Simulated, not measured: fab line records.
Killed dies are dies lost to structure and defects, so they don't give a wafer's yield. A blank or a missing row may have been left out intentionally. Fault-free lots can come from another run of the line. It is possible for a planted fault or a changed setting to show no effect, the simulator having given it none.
Matching of chambers    flow nand-harc    pecvd-03 running NHARC_A_STAIRCASE_DEP_259: 3 sister chambers
The step deposits SiON, target thk 30 nm. 22 wafers are shown with their chamber, then 11 later ones without.

== WAFERS, EACH WITH ITS CHAMBER ==
wafer   chamber  showerhead-vpp-V (V)  heater-power-w (W)  heater-power-outer-w (W)
L074.2  0        1193                  806                 457
L074.4  2        1102                  938                 532
L074.6  0        1201                  813                 476
L084.1  0        1172                  665                 376
L084.2  2        1078                  888                 504
L084.6  2        1088                  917                 511
L085.1  2        1101                  927                 511
L085.2  1        1053                  643                 405
L085.3  0        1190                  714                 405
L086.1  2        1102                  846                 456
L086.2  0        1184                  706                 395
L086.6  1        1053                  613                 388
L088.1  1        1036                  599                 355
L088.3  0        1193                  776                 446
L088.5  2        1102                  893                 491
L089.1  2        1091                  978                 543
L089.4  0        1201                  709                 408
L089.5  1        1054                  670                 430
L091.2  2        1084                  774                 408
L091.3  1        1048                  572                 347
L091.5  1        1051                  566                 353
L092.3  0        1157                  792                 466

SIGNATURES (averages over the wafers above)
reading               chamber 0  chamber 1  chamber 2  scatter within a chamber
showerhead-vpp-V      1186.38    1049.17    1093.50    11.4
heater-power-w        747.62     610.50     895.12     54.9
heater-power-outer-w  428.62     379.67     494.50     38.8
Rule: a wafer lies at a distance from a chamber equal to the root of the sum of squares, over the readings, of (its reading less the chamber's mean, divided by the reading's scatter). If the next closest chamber is less than 2 further off than the closest, the wafer can't be placed; otherwise it belongs to the closest. The scatter: the root of (the sum of the squares of (reading less its chamber's mean) over the shown wafers, divided by (wafers less chambers)).

== WAFERS WITHOUT THEIR CHAMBER ==
wafer   showerhead-vpp-V (V)  heater-power-w (W)  heater-power-outer-w (W)
L092.5  1051                  590                 371
L092.6  1189                  815                 468
L093.2  1112                  955                 495
L093.4  1182                  767                 431
L093.5  1053                  634                 400
L095.1  1084                  847                 466
L095.3  1038                  648                 406
L095.5  1052                  639                 402
L097.1  1041                  562                 356
L097.5  1098                  893                 499
L097.6  1051                  580                 343

== WHICH CHAMBER EACH WENT THROUGH ==
wafer   from the rows above  in truth
L092.5  1                    1
L092.6  0                    0
L093.2  2                    2
L093.4  0                    0
L093.5  1                    1
L095.1  2                    2
L095.3  1                    1
L095.5  1                    1
L097.1  1                    1
L097.5  2                    2
L097.6  1                    1
Correctly placed: 11 of 11. Left unplaced by these rows: 0. Placed wrongly: 0.
